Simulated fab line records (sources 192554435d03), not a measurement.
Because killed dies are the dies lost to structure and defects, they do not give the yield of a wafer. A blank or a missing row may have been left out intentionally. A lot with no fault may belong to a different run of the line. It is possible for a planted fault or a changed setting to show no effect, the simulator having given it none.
Chamber matching -- flow n5_finfet -- 4 sister chambers for N5_FIN_SAQP_MANDREL_ETCH_58 on rie_si-05
The step etches a-Si in HBr/Cl2, stops on SiNx, target depth 45 nm, bt time 10 s, time 27 s. 8 wafers are shown with their chamber, then 12 later ones without.

== WAFERS PAIRED WITH THEIR CHAMBERS ==
wafer,chamber,throttle_valve_pct (%),oes_product_au (a.u.)
L085.5,0,35.27,0.722
L086.1,0,35.29,0.721
L086.6,3,35.82,0.703
L087.1,1,35.39,0.674
L087.2,3,35.85,0.694
L087.3,2,35.91,0.700
L088.1,1,35.39,0.687
L088.3,2,35.92,0.701

== WAFERS WITHOUT THEIR CHAMBER ==
wafer,throttle_valve_pct (%),oes_product_au (a.u.)
L088.4,35.28,0.718
L089.4,35.29,0.721
L089.5,35.28,0.714
L089.6,35.39,0.688
L092.1,35.30,0.708
L092.4,35.94,0.692
L092.5,35.28,0.715
L094.2,35.91,0.701
L094.3,35.28,0.708
L096.3,35.29,0.708
L096.4,35.85,0.691
L096.6,35.82,0.690

== CHAMBER TAKEN BY EACH ==
wafer,from the rows above,in truth
L088.4,0,0
L089.4,0,0
L089.5,0,0
L089.6,1,1
L092.1,0,0
L092.4,2,2
L092.5,0,0
L094.2,2,2
L094.3,0,0
L096.3,0,0
L096.4,3,3
L096.6,3,3
Correct placement for 12 of the 12. Not placeable from these rows: 0. Placed wrongly: 0.
How it was worked out, from the rows above alone: a wafer's distance from a chamber is the root of the sum, over the readings, of the square of ((its reading less the chamber's mean) divided by the reading's scatter). If the next closest chamber is less than 2 further off than the closest, the wafer can't be placed; otherwise it belongs to the closest. A chamber's mean is the mean of its shown wafers. The scatter: take each reading less its chamber's mean, square it, sum over the shown wafers, divide by the number of wafers less the number of chambers, and take the root.
